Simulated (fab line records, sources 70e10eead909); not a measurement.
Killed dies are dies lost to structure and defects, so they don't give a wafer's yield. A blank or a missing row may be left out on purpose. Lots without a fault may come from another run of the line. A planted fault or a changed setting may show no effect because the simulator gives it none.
Chamber matching | flow nand_harc | NHARC_P_M0_CMP_23 on cmp-03: 4 sister chambers
The step polishes, t overpolish 20 s, target thk 117.54 nm. 8 wafers are shown with their chamber, then 7 later ones without.

WAFERS WITH THEIR CHAMBER
wafer  | chamber | motor_current_A (A) | time_to_endpoint_s (s)
L877.4 | 2       | 9.8                 | 30.2
L879.1 | 1       | 12.2                | 30.0
L879.5 | 1       | 13.1                | 29.2
L882.2 | 0       | 12.8                | 28.1
L882.3 | 3       | 11.0                | 26.3
L882.6 | 2       | 10.2                | 31.1
L883.2 | 0       | 12.5                | 25.8
L883.3 | 3       | 10.8                | 28.0

WAFERS WITHOUT THEIR CHAMBER
wafer  | motor_current_A (A) | time_to_endpoint_s (s)
L883.6 | 13.3                | 26.2
L885.1 | 10.6                | 23.8
L885.2 | 13.0                | 25.3
L885.5 | 10.4                | 24.6
L886.1 | 12.2                | 26.8
L886.2 | 10.1                | 28.8
L886.4 | 12.4                | 26.0

WHICH CHAMBER EACH WENT THROUGH
wafer  | from the rows above     | in truth
L883.6 | can't be placed: 0 or 1 | 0
L885.1 | 3                       | 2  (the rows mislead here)
L885.2 | 0                       | 0
L885.5 | 3                       | 3
L886.1 | can't be placed: 0 or 1 | 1
L886.2 | can't be placed: 2 or 3 | 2
L886.4 | 0                       | 0
Placed correctly: 3 of 7. Can't be placed from these rows: 3 (the true chamber is among the candidates in 3). Placed wrongly: 1.
How it was worked out, from the rows above alone: a wafer's distance from a chamber is the root of the sum, over the readings, of the square of ((its reading less the chamber's mean) divided by the reading's scatter). The wafer belongs to the nearest chamber; if the next one is less than 2 further off, it can't be placed. A chamber's mean is the mean of its shown wafers. The scatter: the root of (the sum of the squares of (reading less its chamber's mean) over the shown wafers, divided by (wafers less chambers)).
